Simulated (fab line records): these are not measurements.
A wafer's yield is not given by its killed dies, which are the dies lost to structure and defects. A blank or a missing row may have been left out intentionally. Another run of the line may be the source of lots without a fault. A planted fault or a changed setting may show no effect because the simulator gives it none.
Comparing a struck lot with a sound one :: flow nandHarc :: 40 steps out of a route of 1159
Sound: wafers L871.2, L871.3, L871.6. Struck: wafer L881.2. (L881.3, L881.5 of the same lot were not struck and are left out.) The cause comes at the end.
Order at every step that has rows: each side's tool, ch and its chambers, its first start. Under that, the readings that differ: sound wafers :: struck wafers :: difference of the means :: sigmas: that difference in standard deviations of wafers without a fault.
alike: readings whose means differ by less than 2 such deviations, and words and numbers that are the same on both sides. not compared: withheld readings, readings that some wafer has no value for, bounds like >300 that may hide the same value, and numbers for which the record gives no deviation and whose values overlap.
The two part at a step that has a row with sigmas, a row that says differs or no value, or rows on one side only. Numbers that don't overlap but have no deviation are shown without sigmas and don't part them. Lack of a reading on every wafer of one side parts them only where that side has two or more wafers.

first, 9 steps without rows for these wafers: NHARC_A_STAIRCASE_COAT_160; NHARC_A_STAIRCASE_SOFTBAKE_161 (time 170 s); NHARC_A_STAIRCASE_EBR_162; NHARC_A_STAIRCASE_EXPOSE_163 (exposes mask STAIR OPEN); NHARC_A_STAIRCASE_PEB_164 (peb time 130 s); NHARC_A_STAIRCASE_DEVELOP_165 (time 140 s); NHARC_A_STAIRCASE_HARDBAKE_167 (time 140 s); NHARC_A_STAIRCASE_DESCUM_168 (chemistry O2, time 3 s); NHARC_A_STAIRCASE_ETCH_169 (etches the open film in CH3F/O2, target depth 50 nm, time 107.1 s).
NHARC_A_STAIRCASE_ETCH_170: etches the open film in C4F6/O2, target depth 200 nm, time 66.667 s.
  sound on rieDiel-01 ch 1,2,3; struck on rieDiel-01 ch 2
  alike: drypumpMotorCurrentA, oesProductAu, rfVppV, showerheadPlenumPTorr, throttleValvePct
  not compared: rfHoursCounterH
then, 1 step without rows for these wafers: NHARC_A_STAIRCASE_STRIP_171 (strips in O2).
NHARC_A_STAIRCASE_STRIP_172: strips in SPM, time 900 s.
  sound on wetBench-09 ch 2,3,4, day 10 18:34; struck on wetBench-01 ch 3,4,5, day 13 01:10
then, 15 steps without rows for these wafers: NHARC_A_STAIRCASE_PRECLEAN_173 (cleans in SC1); NHARC_A_STAIRCASE_SRD_174; NHARC_A_STAIRCASE_DEHYDRATE_01 (time 120 s); NHARC_A_STAIRCASE_HMDS_02 (time 30 s); NHARC_A_STAIRCASE_COAT_03; NHARC_A_STAIRCASE_SOFTBAKE_04 (time 170 s); NHARC_A_STAIRCASE_EBR_05; NHARC_A_STAIRCASE_EXPOSE_06 (exposes mask STAIR); NHARC_A_STAIRCASE_PEB_07 (peb time 130 s); NHARC_A_STAIRCASE_DEVELOP_08 (time 140 s); NHARC_A_STAIRCASE_HARDBAKE_10 (time 140 s); NHARC_A_STAIRCASE_DESCUM_11 (chemistry O2, time 3 s); NHARC_A_STAIRCASE_TRIM_12 (chemistry O2, time 211.2 s); NHARC_A_STAIRCASE_ETCH_13 (etches the open film in C4F8/O2, target depth 100 nm, time 40.5 s); NHARC_A_STAIRCASE_TRIM_14 (chemistry O2, time 211.2 s).
NHARC_A_STAIRCASE_ETCH_15: etches the open film in C4F8/O2, target depth 100 nm, time 40.5 s.
  sound on rieDiel-04 ch 1,2; struck on rieDiel-08 ch 0
  alike: oesProductAu, rfVppV
  not compared: rfHoursCounterH
NHARC_A_STAIRCASE_TRIM_16: chemistry O2, time 211.2 s.
  sound on rieDiel-04 ch 0,2,3; struck on rieDiel-08 ch 2
  alike: drypumpMotorCurrentA, oesProductAu, rfVppV, showerheadPlenumPTorr, throttleValvePct
  not compared: rfHoursCounterH
then, 3 steps without rows for these wafers: NHARC_A_STAIRCASE_ETCH_17 (etches the open film in C4F8/O2, target depth 100 nm, time 40.5 s); NHARC_A_STAIRCASE_TRIM_18 (chemistry O2, time 211.2 s); NHARC_A_STAIRCASE_ETCH_19 (etches the open film in C4F8/O2, target depth 100 nm, time 40.5 s).
NHARC_A_STAIRCASE_TRIM_20: chemistry O2, time 211.2 s.
  sound on rieDiel-01 ch 2,3, day 10 22:20; struck on rieDiel-08 ch 0, day 13 03:25
  alike: drypumpMotorCurrentA, oesProductAu, rfVppV, showerheadPlenumPTorr, throttleValvePct
  not compared: rfHoursCounterH
then, 3 steps without rows for these wafers: NHARC_A_STAIRCASE_ETCH_21 (etches the open film in C4F8/O2, target depth 100 nm, time 40.5 s); NHARC_A_STAIRCASE_TRIM_22 (chemistry O2, time 211.2 s); NHARC_A_STAIRCASE_ETCH_23 (etches the open film in C4F8/O2, target depth 100 nm, time 40.5 s).
NHARC_A_STAIRCASE_TRIM_24: chemistry O2, time 211.2 s.
  sound on rieDiel-01 ch 0,3; struck on rieDiel-08 ch 2
reading: throttleValvePct (%)
sound: 17.037 17.028 17.020
struck: 17.054
difference: +0.026
sigmas: +3
  alike: drypumpMotorCurrentA, oesProductAu, rfVppV, showerheadPlenumPTorr
  not compared: rfHoursCounterH
then, 2 steps without rows for these wafers: NHARC_A_STAIRCASE_ETCH_25 (etches the open film in C4F8/O2, target depth 100 nm, time 40.5 s); NHARC_A_STAIRCASE_TRIM_26 (chemistry O2, time 211.2 s).
-- the record jumps here: 8 days lie between the struck wafers' starts before and after (it left off in module A_STAIRCASE and takes up again in module END, whose first step shown is number 1159 of the route) --
NHARC_END_SORT_01:
  sound on prober-02 ch 0, day 19 05:50; struck on prober-01 ch 0, day 21 10:50
reading: killedAtArray
sound: 17 18 11
struck: 99
difference: +84
sigmas: +8

reading: killedDies
sound: 19 22 14
struck: 101
difference: +83
sigmas: +8
  alike: killedAtOther, killedAtPeriphery, killedOpen, killedShort

== WHERE THEY PART ==
At NHARC_A_STAIRCASE_TRIM_24 first; at NHARC_END_SORT_01 last (within this record only).

WHY: what the simulator had put in
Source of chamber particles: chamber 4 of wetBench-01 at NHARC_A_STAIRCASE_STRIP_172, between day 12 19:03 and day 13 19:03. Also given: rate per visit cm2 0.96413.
